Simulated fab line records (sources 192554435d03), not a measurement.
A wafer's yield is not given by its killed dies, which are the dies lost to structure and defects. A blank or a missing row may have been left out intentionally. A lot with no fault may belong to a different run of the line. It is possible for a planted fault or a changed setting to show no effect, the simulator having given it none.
fab line records -- flow n5_finfet -- part 1 of 2: steps 1 to 4 of 6
[record] lots = 22, wafers = 66, last_day = 19
route steps=1938 shown SD_EPI_P@303 SD_ACTIVATION@330 SDB@363 HKMG_FIN@387
lots untouched by any fault: they come from a run of this same line in which no faults occurred
start_h: start of the lot's first displayed wafer, in hours after the record's first day -- wait_h: hours elapsed since this lot's preceding step -- " the same as in the row above -- L1.1+2: several wafers, shown together as one row -- - no value present, or no start provided -- * or withheld: withheld -- < > ~ a bound
route shown NAME@n: NAME is a module with steps in the file, n the number in the route of the first one -- usual: mean/standard deviation taken from wafers without a fault -- same: alike in all rows -- chamber/n: place in a boat -- sites: each site's reading -- _std_site: the standard deviation of these -- _edge_site: inner sites' mean taken away from outer sites' mean -- radius_mm: for every site, how far away it sits from the centre of the wafer -- mask NAME#n: copy n -- behind: tool/chamber where the wafer was last shaped -- hold: cause of the lot's hold/its duration in hours/its outcome -- device: whichever transistor did not switch (one of n, p or np) -- end of line: the tests these same wafers got at the end of their route -- a step given without rows: its recipe and nothing more -- killed: count of dies lost to structure and defects at first sort (not the wafer's yield) -- map: dies across one wafer; x = killed, . = not, _ = none there
set.NAME: the setting as run; set.NAME@STEP: as run at that earlier step -- model.NAME: the simulator's own value behind a step, which no gauge read
route steps across a sampled set of lots; one table per step, one row per wafer
services: a tool's chamber out of use, with start hour (start_h, from the record's first day; less than 0 if before it), hours out, and reason
[[steps]]
[step N5_SD_EPI_P_CD_MEAS_09]
[recipe] target_cd_nm = 240, landing_energy_ev = 500, detector = se_inlens
[usual] cd_nm = 239.8/1.1
lot.wafer,tool,chamber,start_h,wait_h,cd_nm
L075.2,cd_sem-02,0,65.38,-,237.9
L075.5,cd_sem-02,0,65.38,-,239.2
L075.6,cd_sem-02,0,65.38,-,239.9
L076.4,cd_sem-01,0,73.22,-,238.7
L076.5,cd_sem-01,0,73.22,-,239.1
L076.6,cd_sem-01,0,73.22,-,238.8
L077.1,cd_sem-02,0,78.98,-,238.6
L077.3,cd_sem-02,0,78.98,-,239.7
L077.6,cd_sem-02,0,78.98,-,239.2
L078.4,cd_sem-02,0,81.05,-,240.7
L078.5,cd_sem-02,0,81.05,-,240.6
L078.6,cd_sem-02,0,81.05,-,239.9
L079.1,cd_sem-02,0,84.79,-,241.1
L079.3,cd_sem-02,0,84.79,-,241.5
L079.4,cd_sem-02,0,84.79,-,241.2
L080.3,cd_sem-01,0,89.26,-,239.4
L080.4,cd_sem-01,0,89.26,-,239.0
L080.5,cd_sem-01,0,89.26,-,239.5
L081.2,cd_sem-01,0,94.81,-,240.5
L081.3,cd_sem-01,0,94.81,-,239.9
L081.5,cd_sem-01,0,94.81,-,240.6
L082.2,cd_sem-01,0,100.93,-,239.7
L082.3,cd_sem-01,0,100.93,-,239.5
L082.6,cd_sem-01,0,100.93,-,239.5
L083.3,cd_sem-01,0,109.34,-,239.2
L083.4,cd_sem-01,0,109.34,-,239.4
L083.5,cd_sem-01,0,109.34,-,239.6
L084.1,cd_sem-02,0,115.96,-,239.3
L084.4,cd_sem-02,0,115.96,-,240.4
L084.6,cd_sem-02,0,115.96,-,238.2
L085.1,cd_sem-01,0,125.27,-,241.5
L085.4,cd_sem-01,0,125.27,-,242.1
L085.6,cd_sem-01,0,125.27,-,239.2
L086.1,cd_sem-02,0,130.06,-,240.1
L086.2,cd_sem-02,0,130.06,-,239.5
L086.3,cd_sem-02,0,130.06,-,239.8
L087.1,cd_sem-01,0,133.10,-,237.1
L087.2,cd_sem-01,0,133.10,-,238.3
L087.4,cd_sem-01,0,133.10,-,238.9
L088.1,cd_sem-02,0,139.20,-,240.9
L088.3,cd_sem-02,0,139.20,-,239.9
L088.5,cd_sem-02,0,139.20,-,241.3
L089.2,cd_sem-01,0,144.38,-,239.9
L089.3,cd_sem-01,0,144.38,-,240.1
L089.6,cd_sem-01,0,144.38,-,238.9
L090.1,cd_sem-01,0,148.14,-,239.2
L090.2,cd_sem-01,0,148.14,-,240.9
L090.6,cd_sem-01,0,148.14,-,240.5
L091.2,cd_sem-01,0,153.81,-,240.6
L091.3,cd_sem-01,0,153.81,-,241.2
L091.4,cd_sem-01,0,153.81,-,240.7
L092.2,cd_sem-02,0,161.69,-,239.3
L092.4,cd_sem-02,0,161.69,-,239.4
L092.6,cd_sem-02,0,161.69,-,238.4
L093.1,cd_sem-01,0,168.28,-,239.7
L093.5,cd_sem-01,0,168.28,-,240.4
L093.6,cd_sem-01,0,168.28,-,240.9
L095.1,cd_sem-01,0,181.30,-,240.0
L095.2,cd_sem-01,0,181.30,-,238.6
L095.4,cd_sem-01,0,181.30,-,242.1
L096.1,cd_sem-01,0,186.66,-,241.3
L096.3,cd_sem-01,0,186.66,-,240.5
L096.5,cd_sem-01,0,186.66,-,241.1
L097.1,cd_sem-01,0,191.69,-,240.0
L097.4,cd_sem-01,0,191.69,-,239.3
L097.5,cd_sem-01,0,191.69,-,241.4
[step N5_SD_EPI_P_DESCUM_14]
[recipe] chemistry = O2, time_s = 7.9, source_power_w = 50, bias_power_w = 20, pressure_mtorr = 20, rf_frequency_hz = 2.712e+07, temp_c = 40, resist = CAR-ArF-block, o2_flow_sccm = 225
[usual] drypump_motor_current_A = 5.5/0.47, oes_product_au = 0.80/0.089, rf_fwd_power_W = 49.28/0.28, rf_vpp_V = 242.9/1.3, showerhead_plenum_p_Torr = 2.07/0.066, temp_c = 40.00/0.12, throttle_valve_pct = 20.47/0.2
lot.wafer,tool,chamber,start_h,wait_h,drypump_motor_current_A,oes_product_au,rf_fwd_power_W,rf_hours_counter_h,rf_vpp_V,showerhead_plenum_p_Torr,temp_c,throttle_valve_pct
L075.2,rie_diel-03,1,65.59,0.2,5.6,0.76,49.40,161,241.7,2.10,39.98,20.69
L075.5,rie_diel-03,1,65.59,0.2,5.6,0.75,49.40,-,242.3,2.10,40.20,20.70
L075.6,rie_diel-03,0,65.59,0.2,4.9,0.71,49.80,-,241.3,1.96,39.80,20.42
L076.4,rie_diel-03,2,73.31,0.0,5.0,0.84,49.00,71,243.7,2.11,39.95,20.28
L076.5,rie_diel-03,0,73.31,0.0,5.0,0.70,49.49,-,239.5,1.96,40.09,20.42
L076.6,rie_diel-03,3,73.31,0.0,6.2,0.89,49.35,-,242.0,2.05,40.07,20.37
L077.1,rie_diel-03,0,79.07,0.0,4.9,0.69,49.44,246,242.1,1.96,40.02,20.43
L077.3,rie_diel-03,3,79.07,0.0,6.2,0.87,49.58,17,244.3,2.05,40.03,20.39
L077.6,rie_diel-03,3,79.07,0.0,6.2,0.89,49.46,-,242.3,2.05,40.02,20.40
L078.4,rie_diel-01,3,81.13,0.0,5.6,0.69,49.31,234,243.8,2.17,39.93,20.43
L078.5,rie_diel-01,3,81.13,0.0,5.6,0.69,49.41,-,243.6,2.17,39.97,20.44
L078.6,rie_diel-01,2,81.13,0.0,5.5,0.69,49.54,-,242.5,2.06,39.86,20.53
L079.1,rie_diel-04,1,84.88,0.0,5.7,0.82,49.45,109,243.9,2.11,39.87,20.49
L079.3,rie_diel-04,3,84.88,0.0,6.4,0.79,49.01,114,242.8,2.08,39.90,20.45
L079.4,rie_diel-04,0,84.88,0.0,5.3,0.69,48.98,248,244.2,2.11,40.10,20.46
L080.3,rie_diel-01,3,89.35,0.0,5.6,0.69,49.76,236,244.2,2.17,40.19,20.42
L080.4,rie_diel-01,2,89.35,0.0,5.5,0.70,49.80,247,241.6,2.06,40.28,20.53
L080.5,rie_diel-01,1,89.35,0.0,5.1,0.78,49.04,-,242.4,2.00,39.98,20.69
L081.2,rie_diel-01,2,94.90,0.0,5.5,0.68,49.52,249,241.2,2.06,39.94,20.53
L081.3,rie_diel-01,1,94.90,0.0,5.1,0.77,48.74,126,242.1,2.00,39.94,20.70
L081.5,rie_diel-01,0,94.90,0.0,5.3,0.69,49.54,-,240.4,1.98,40.09,20.83
L082.2,rie_diel-03,1,101.02,0.0,5.6,0.75,49.60,173,242.7,2.10,40.10,20.71
L082.3,rie_diel-03,3,101.02,0.0,6.2,0.88,49.35,24,242.7,2.04,40.02,20.41
L082.6,rie_diel-03,1,101.02,0.0,5.6,0.75,49.40,-,243.7,2.10,39.87,20.71
L083.3,rie_diel-01,0,109.42,0.0,5.4,0.70,49.50,241,241.4,1.98,39.98,20.84
L083.4,rie_diel-01,3,109.42,0.0,5.6,0.67,49.37,-,242.6,2.17,39.92,20.43
L083.5,rie_diel-01,1,109.42,0.0,5.1,0.77,48.93,-,242.4,2.00,40.11,20.71
L084.1,rie_diel-03,3,116.05,0.0,6.2,0.87,49.56,29,243.2,2.04,40.08,20.41
L084.4,rie_diel-03,0,116.05,0.0,4.9,0.99,49.75,3,247.0,2.22,39.78,20.16
L084.6,rie_diel-03,1,116.05,0.0,5.6,0.74,49.37,-,242.2,2.10,39.96,20.70
L085.1,rie_diel-03,2,125.50,0.2,5.1,0.83,48.70,88,244.1,2.10,39.94,20.31
L085.4,rie_diel-03,1,125.50,0.2,5.6,0.74,49.53,182,244.4,2.09,40.14,20.72
L085.6,rie_diel-03,2,125.50,0.2,5.1,0.83,48.93,-,243.0,2.10,39.88,20.30
L086.1,rie_diel-04,0,130.15,0.0,5.3,0.96,49.27,4,243.5,2.11,39.94,20.25
L086.2,rie_diel-04,1,130.15,0.0,5.6,0.82,49.56,122,243.2,2.11,40.10,20.52
L086.3,rie_diel-04,2,130.15,0.0,4.7,0.72,49.22,192,242.1,1.99,39.90,20.37
L087.1,rie_diel-03,3,133.18,0.0,6.2,0.85,49.37,35,243.6,2.04,39.88,20.42
L087.2,rie_diel-03,0,133.18,0.0,5.0,0.97,49.48,10,245.2,2.22,40.10,20.18
L087.4,rie_diel-03,2,133.18,0.0,5.1,0.82,48.82,91,244.3,2.10,39.83,20.31
L088.1,rie_diel-01,0,139.29,0.0,5.4,0.69,49.39,253,241.0,1.97,40.01,20.86
L088.3,rie_diel-01,1,139.29,0.0,5.1,0.75,49.24,144,242.2,1.99,40.18,20.73
L088.5,rie_diel-01,2,139.29,0.0,5.5,0.96,49.53,-,241.6,2.06,39.95,20.24
L089.2,rie_diel-01,2,144.54,0.0,5.5,0.95,49.74,10,242.1,2.06,39.96,20.22
L089.3,rie_diel-01,1,144.54,0.0,5.1,0.75,49.02,146,242.9,1.99,39.88,20.73
L089.6,rie_diel-01,0,144.54,0.0,5.3,0.68,49.27,-,242.3,1.97,40.01,20.87
L090.1,rie_diel-04,1,148.23,0.0,5.7,0.81,49.26,128,242.5,2.10,39.90,20.52
L090.2,rie_diel-04,3,148.23,0.0,6.4,0.77,48.94,134,242.5,2.08,40.07,20.48
L090.6,rie_diel-04,0,148.23,0.0,5.2,0.94,49.53,-,243.9,2.11,40.02,20.23
L091.2,rie_diel-04,1,153.90,0.0,5.6,0.81,49.54,129,244.5,2.10,39.97,20.52
L091.3,rie_diel-04,3,153.90,0.0,6.4,0.77,48.54,135,242.9,2.08,39.93,20.49
L091.4,rie_diel-04,2,153.90,0.0,4.7,0.71,49.11,-,241.3,1.99,39.90,20.39
L092.2,rie_diel-03,0,161.78,0.0,5.0,0.93,49.60,18,245.5,2.22,39.95,20.17
L092.4,rie_diel-03,3,161.78,0.0,6.2,0.85,49.34,43,241.8,2.04,39.94,20.45
L092.6,rie_diel-03,3,161.78,0.0,6.2,0.84,49.26,-,243.1,2.04,39.93,20.43
L093.1,rie_diel-01,1,168.37,0.0,5.1,0.74,49.00,155,242.7,1.99,39.94,20.72
L093.5,rie_diel-01,2,168.37,0.0,5.5,0.93,49.54,-,242.0,2.05,39.98,20.23
L093.6,rie_diel-01,3,168.37,0.0,5.6,0.95,49.61,-,243.9,2.16,39.98,20.08
L095.1,rie_diel-03,1,181.39,0.0,5.6,0.72,49.36,199,245.0,2.09,39.88,20.75
L095.2,rie_diel-03,3,181.39,0.0,6.2,0.83,49.39,50,243.1,2.04,40.08,20.42
L095.4,rie_diel-03,0,181.39,0.0,5.0,0.91,49.30,25,243.6,2.21,40.31,20.20
L096.1,rie_diel-01,1,186.75,0.0,5.1,0.73,49.11,160,242.5,1.99,40.11,20.75
L096.3,rie_diel-01,2,186.75,0.0,5.5,0.92,49.67,25,240.6,2.05,39.87,20.25
L096.5,rie_diel-01,2,186.75,0.0,5.4,0.93,49.70,-,241.8,2.05,39.99,20.24
L097.1,rie_diel-03,0,191.77,0.0,5.0,0.92,49.44,28,246.0,2.21,40.09,20.20
L097.4,rie_diel-03,1,191.77,0.0,5.6,0.73,49.26,202,242.2,2.09,39.89,20.76
L097.5,rie_diel-03,2,191.77,0.0,5.1,0.81,48.83,-,244.8,2.10,40.04,20.32
[step N5_SD_ACTIVATION_RTA_00]
[recipe] temp_c = 975, time_s = 0, ambient = N2, idle_temp_c = 600, ramp_up_c_per_s = 150, ramp_down_c_per_s = 60, cool_to_c = 600
[usual] lamp_power_pct = 8.96/0.056, lamp_zone_5_pct = 8.951/0.022, wafer_temp_C_max = 975.0/1.8
lot.wafer,tool,chamber,start_h,wait_h,lamp_power_pct,lamp_zone_5_pct,wafer_temp_C_max
L075.2,rtp_anneal-01,0,69.37,0.1,8.97,8.972,974.5
L075.5,rtp_anneal-01,0,69.37,0.1,8.95,8.897,975.2
L075.6,rtp_anneal-01,0,69.37,0.1,9.06,8.944,976.2
L076.4,rtp_anneal-01,0,77.24,0.2,8.89,8.949,975.4
L076.5,rtp_anneal-01,0,77.24,0.2,8.99,8.939,977.7
L076.6,rtp_anneal-01,0,77.24,0.2,8.98,8.949,973.7
L077.1,rtp_anneal-02,0,82.82,0.0,8.91,8.962,974.2
L077.3,rtp_anneal-02,0,82.82,0.0,8.94,8.944,978.6
L077.6,rtp_anneal-02,0,82.82,0.0,8.90,8.929,973.5
L078.4,rtp_anneal-02,0,86.18,1.3,9.00,8.970,974.8
L078.5,rtp_anneal-02,0,86.18,1.3,8.99,8.959,974.6
L078.6,rtp_anneal-02,0,86.18,1.3,9.15,8.961,977.0
L079.1,rtp_anneal-02,0,89.52,0.1,8.97,8.958,973.9
L079.3,rtp_anneal-02,0,89.52,0.1,8.91,8.975,976.3
L079.4,rtp_anneal-02,0,89.52,0.1,8.99,8.942,972.9
L080.3,rtp_anneal-01,0,93.15,0.1,8.91,8.988,974.8
L080.4,rtp_anneal-01,0,93.15,0.1,8.97,8.958,972.4
L080.5,rtp_anneal-01,0,93.15,0.1,8.91,8.949,975.2
L081.2,rtp_anneal-02,0,98.67,0.1,8.97,9.016,975.3
L081.3,rtp_anneal-02,0,98.67,0.1,8.96,8.949,976.0
L081.5,rtp_anneal-02,0,98.67,0.1,8.89,8.942,972.3
L082.2,rtp_anneal-01,0,104.79,0.1,8.95,8.955,978.7
L082.3,rtp_anneal-01,0,104.79,0.1,8.99,8.967,975.0
L082.6,rtp_anneal-01,0,104.79,0.1,8.96,8.984,972.5
L083.3,rtp_anneal-01,0,113.42,0.1,8.98,8.977,977.0
L083.4,rtp_anneal-01,0,113.42,0.1,8.91,8.923,978.1
L083.5,rtp_anneal-01,0,113.42,0.1,8.97,8.926,976.3
L084.1,rtp_anneal-01,0,119.99,0.2,8.92,8.936,977.4
L084.4,rtp_anneal-01,0,119.99,0.2,8.93,8.975,977.0
L084.6,rtp_anneal-01,0,119.99,0.2,8.91,8.972,975.2
L085.1,rtp_anneal-02,0,130.09,0.0,9.04,8.948,976.3
L085.4,rtp_anneal-02,0,130.09,0.0,8.94,9.002,973.6
L085.6,rtp_anneal-02,0,130.09,0.0,8.86,8.933,976.6
L086.1,rtp_anneal-01,0,133.91,0.0,8.85,8.947,974.2
L086.2,rtp_anneal-01,0,133.91,0.0,9.03,8.951,978.7
L086.3,rtp_anneal-01,0,133.91,0.0,9.05,8.946,975.8
L087.1,rtp_anneal-01,0,137.77,0.0,8.97,8.947,975.7
L087.2,rtp_anneal-01,0,137.77,0.0,8.98,8.965,975.0
L087.4,rtp_anneal-01,0,137.77,0.0,8.93,8.928,975.5
L088.1,rtp_anneal-02,0,144.10,0.2,8.97,8.937,972.7
L088.3,rtp_anneal-02,0,144.10,0.2,8.95,8.941,975.6
L088.5,rtp_anneal-02,0,144.10,0.2,8.89,8.946,976.9
L089.2,rtp_anneal-01,0,149.15,0.1,8.97,8.934,976.9
L089.3,rtp_anneal-01,0,149.15,0.1,8.90,8.948,975.1
L089.6,rtp_anneal-01,0,149.15,0.1,8.92,8.951,975.8
L090.1,rtp_anneal-02,0,152.19,0.0,8.99,8.937,972.3
L090.2,rtp_anneal-02,0,152.19,0.0,8.92,8.987,974.8
L090.6,rtp_anneal-02,0,152.19,0.0,9.00,8.968,974.6
L091.2,rtp_anneal-01,0,158.52,0.1,8.97,8.952,975.0
L091.3,rtp_anneal-01,0,158.52,0.1,9.03,8.935,977.1
L091.4,rtp_anneal-01,0,158.52,0.1,8.94,8.948,975.8
L092.2,rtp_anneal-01,0,166.54,0.2,8.88,8.923,976.0
L092.4,rtp_anneal-01,0,166.54,0.2,8.91,8.984,975.2
L092.6,rtp_anneal-01,0,166.54,0.2,8.99,8.913,975.8
L093.1,rtp_anneal-01,0,173.04,0.1,9.00,8.963,974.9
L093.5,rtp_anneal-01,0,173.04,0.1,8.95,8.929,973.5
L093.6,rtp_anneal-01,0,173.04,0.1,8.96,8.938,976.7
L095.1,rtp_anneal-01,0,185.15,0.0,8.94,8.916,977.5
L095.2,rtp_anneal-01,0,185.15,0.0,8.91,8.946,976.0
L095.4,rtp_anneal-01,0,185.15,0.0,9.04,8.945,976.7
L096.1,rtp_anneal-02,0,190.52,0.0,9.02,8.902,971.3
L096.3,rtp_anneal-02,0,190.52,0.0,8.90,8.982,971.2
L096.5,rtp_anneal-02,0,190.52,0.0,8.97,8.983,973.3
L097.1,rtp_anneal-01,0,195.52,0.0,8.96,8.944,977.2
L097.4,rtp_anneal-01,0,195.52,0.0,8.98,8.950,974.9
L097.5,rtp_anneal-01,0,195.52,0.0,8.97,9.020,975.1
[step N5_SDB_STRIP_21]
[recipe] chemistry = CF4, resist = SiARC, power_w = 300, bias_power_w = 75, pressure_mtorr = 50, cf4_flow_sccm = 150, rf_frequency_hz = 6e+07
[usual] drypump_motor_current_A = 5.6/0.53, oes_product_au = 0.78/0.083, power_w = 299.9/0.92, rf_fwd_power_W = 292.8/0.97, rf_vpp_V = 271.7/1.1, showerhead_plenum_p_Torr = 1.81/0.036, throttle_valve_pct = 13.5/0.35
lot.wafer,tool,chamber,start_h,wait_h,drypump_motor_current_A,oes_product_au,power_w,rf_fwd_power_W,rf_hours_counter_h,rf_vpp_V,showerhead_plenum_p_Torr,throttle_valve_pct
L075.2,rie_diel-02,0,77.41,0.0,6.2,0.73,300.8,292.2,181,271.6,1.84,13.9
L075.5,rie_diel-02,1,77.41,0.0,5.7,0.79,299.7,292.3,-,272.4,1.79,13.6
L075.6,rie_diel-02,0,77.41,0.0,6.2,0.72,299.9,291.8,-,271.6,1.84,13.9
L076.4,rie_diel-06,0,86.01,0.0,5.3,0.77,299.7,293.4,145,271.5,1.86,13.7
L076.5,rie_diel-06,3,86.01,0.0,4.8,0.97,298.2,292.8,-,270.4,1.77,13.0
L076.6,rie_diel-06,2,86.01,0.0,5.4,0.69,300.1,292.2,-,270.3,1.82,13.8
L077.1,rie_diel-06,0,90.91,0.0,5.2,0.77,300.8,294.3,146,272.3,1.86,13.7
L077.3,rie_diel-06,2,90.91,0.0,5.5,0.70,300.4,292.9,232,273.2,1.82,13.8
L077.6,rie_diel-06,0,90.91,0.0,5.3,0.77,300.7,292.7,-,273.7,1.86,13.7
L078.4,rie_diel-05,1,94.73,0.0,4.9,0.73,300.6,292.5,156,271.7,1.79,13.4
L078.5,rie_diel-05,3,94.73,0.0,5.6,0.71,299.6,293.1,-,272.5,1.86,13.7
L078.6,rie_diel-05,2,94.73,0.0,5.9,0.90,299.6,294.2,-,270.3,1.77,13.3
L079.1,rie_diel-05,1,97.62,0.0,4.9,0.72,299.7,292.5,157,271.8,1.79,13.4
L079.3,rie_diel-05,3,97.62,0.0,5.6,0.71,299.5,292.6,209,271.7,1.86,13.7
L079.4,rie_diel-05,0,97.62,0.0,6.3,0.80,300.1,292.0,90,270.6,1.74,13.4
L080.3,rie_diel-02,3,101.27,0.0,5.3,0.70,299.0,293.1,221,272.3,1.87,14.1
L080.4,rie_diel-02,0,101.27,0.0,6.1,0.71,300.9,293.4,190,271.8,1.84,13.9
L080.5,rie_diel-02,3,101.27,0.0,5.3,0.70,299.3,293.6,-,273.6,1.87,14.1
L081.2,rie_diel-06,3,106.47,0.0,4.8,0.95,299.8,292.6,6,270.2,1.77,13.0
L081.3,rie_diel-06,0,106.47,0.0,5.3,0.76,301.4,294.1,152,272.8,1.86,13.7
L081.5,rie_diel-06,3,106.47,0.0,4.8,0.95,300.2,293.6,-,270.9,1.77,13.0
L082.2,rie_diel-02,0,112.61,0.0,6.1,0.71,300.5,292.9,195,272.2,1.83,13.9
L082.3,rie_diel-02,3,112.61,0.0,5.3,0.69,300.2,292.5,226,273.6,1.86,14.1
L082.6,rie_diel-02,0,112.61,0.0,6.2,0.72,301.8,293.3,-,271.9,1.83,13.9
L083.3,rie_diel-02,1,121.29,0.0,5.7,0.78,297.9,293.5,114,271.4,1.79,13.7
L083.4,rie_diel-02,2,121.29,0.0,5.1,0.72,299.5,293.2,173,273.0,1.84,13.6
L083.5,rie_diel-02,1,121.29,0.0,5.8,0.78,300.4,291.9,-,271.0,1.79,13.7
L084.1,rie_diel-05,2,128.40,0.0,5.9,0.88,299.6,293.7,38,269.4,1.76,13.3
L084.4,rie_diel-05,1,128.40,0.0,4.9,0.71,299.0,292.6,166,270.5,1.78,13.4
L084.6,rie_diel-05,2,128.40,0.0,5.9,0.87,299.5,295.1,-,270.8,1.76,13.3
L085.1,rie_diel-06,1,139.04,0.0,6.4,0.83,300.8,292.2,61,271.9,1.79,12.9
L085.4,rie_diel-06,0,139.04,0.0,5.3,0.76,300.2,294.1,163,273.2,1.85,13.8
L085.6,rie_diel-06,3,139.04,0.0,4.8,0.92,300.2,291.6,-,270.0,1.77,13.1
L086.1,rie_diel-06,0,141.89,0.0,5.3,0.75,299.1,294.4,164,272.1,1.85,13.8
L086.2,rie_diel-06,2,141.89,0.0,5.4,0.69,299.4,292.9,249,270.9,1.81,13.8
L086.3,rie_diel-06,1,141.89,0.0,6.5,0.83,299.7,292.7,62,270.8,1.79,12.9
L087.1,rie_diel-06,3,146.09,0.0,4.8,0.91,298.5,293.1,21,271.0,1.77,13.0
L087.2,rie_diel-06,0,146.09,0.0,5.3,0.75,301.3,293.8,165,272.5,1.85,13.8
L087.4,rie_diel-06,3,146.09,0.0,4.8,0.90,300.9,292.8,-,271.0,1.77,13.1
L088.1,rie_diel-05,1,152.21,0.0,4.9,0.71,300.2,292.1,174,272.0,1.78,13.4
L088.3,rie_diel-05,3,152.21,0.0,5.6,0.70,300.1,292.3,226,271.6,1.85,13.7
L088.5,rie_diel-05,2,152.21,0.0,5.9,0.86,300.5,292.9,-,270.3,1.76,13.3
L089.2,rie_diel-06,3,156.99,0.0,4.8,0.89,300.3,292.9,25,270.9,1.76,13.1
L089.3,rie_diel-06,1,156.99,0.0,6.5,0.82,300.0,293.3,68,271.3,1.79,12.9
L089.6,rie_diel-06,0,156.99,0.0,5.3,0.74,299.6,293.8,-,274.1,1.85,13.8
L090.1,rie_diel-06,1,159.97,0.0,6.4,0.82,300.3,293.1,69,270.5,1.79,13.0
L090.2,rie_diel-06,2,159.97,0.0,5.4,0.97,299.2,292.3,0,273.9,1.81,13.3
L090.6,rie_diel-06,1,159.97,0.0,6.5,0.83,299.1,291.2,-,270.5,1.79,13.0
L091.2,rie_diel-06,1,166.68,0.0,6.5,0.82,299.1,294.4,72,271.0,1.79,12.9
L091.3,rie_diel-06,0,166.68,0.0,5.3,0.74,299.7,293.5,174,272.0,1.85,13.8
L091.4,rie_diel-06,2,166.68,0.0,5.4,0.95,297.2,292.7,3,271.4,1.81,13.3
L092.2,rie_diel-02,0,174.72,0.0,6.2,0.70,300.9,293.1,218,272.2,1.83,14.0
L092.4,rie_diel-02,3,174.72,0.0,5.3,0.68,300.2,291.3,249,271.8,1.86,14.2
L092.6,rie_diel-02,1,174.72,0.0,5.7,0.76,299.9,293.3,-,271.8,1.78,13.7
L093.1,rie_diel-02,2,180.84,0.0,5.1,0.70,299.6,292.7,196,272.7,1.84,13.7
L093.5,rie_diel-02,0,180.84,0.0,6.2,0.69,299.4,293.2,-,271.6,1.83,14.0
L093.6,rie_diel-02,2,180.84,0.0,5.1,0.70,300.4,292.3,-,271.6,1.84,13.7
L095.1,rie_diel-06,3,194.24,0.0,4.8,0.87,298.9,292.8,40,271.3,1.76,13.1
L095.2,rie_diel-06,1,194.24,0.0,6.4,0.81,300.2,292.9,82,271.5,1.78,13.0
L095.4,rie_diel-06,0,194.24,0.0,5.3,0.73,300.8,295.4,181,272.6,1.85,13.8
L096.1,rie_diel-05,0,198.68,0.0,6.3,0.78,300.3,291.1,124,269.8,1.73,13.5
L096.3,rie_diel-05,2,198.68,0.0,5.9,0.84,300.4,293.1,63,271.1,1.76,13.4
L096.5,rie_diel-05,3,198.68,0.0,5.5,0.69,299.3,293.0,-,271.8,1.85,13.8
L097.1,rie_diel-02,1,205.25,0.0,5.8,0.75,300.5,293.6,145,269.9,1.78,13.7
L097.4,rie_diel-02,3,205.25,0.0,5.3,0.94,300.2,294.6,3,273.7,1.86,13.6
L097.5,rie_diel-02,3,205.25,0.0,5.3,0.94,300.0,293.8,-,273.2,1.86,13.7
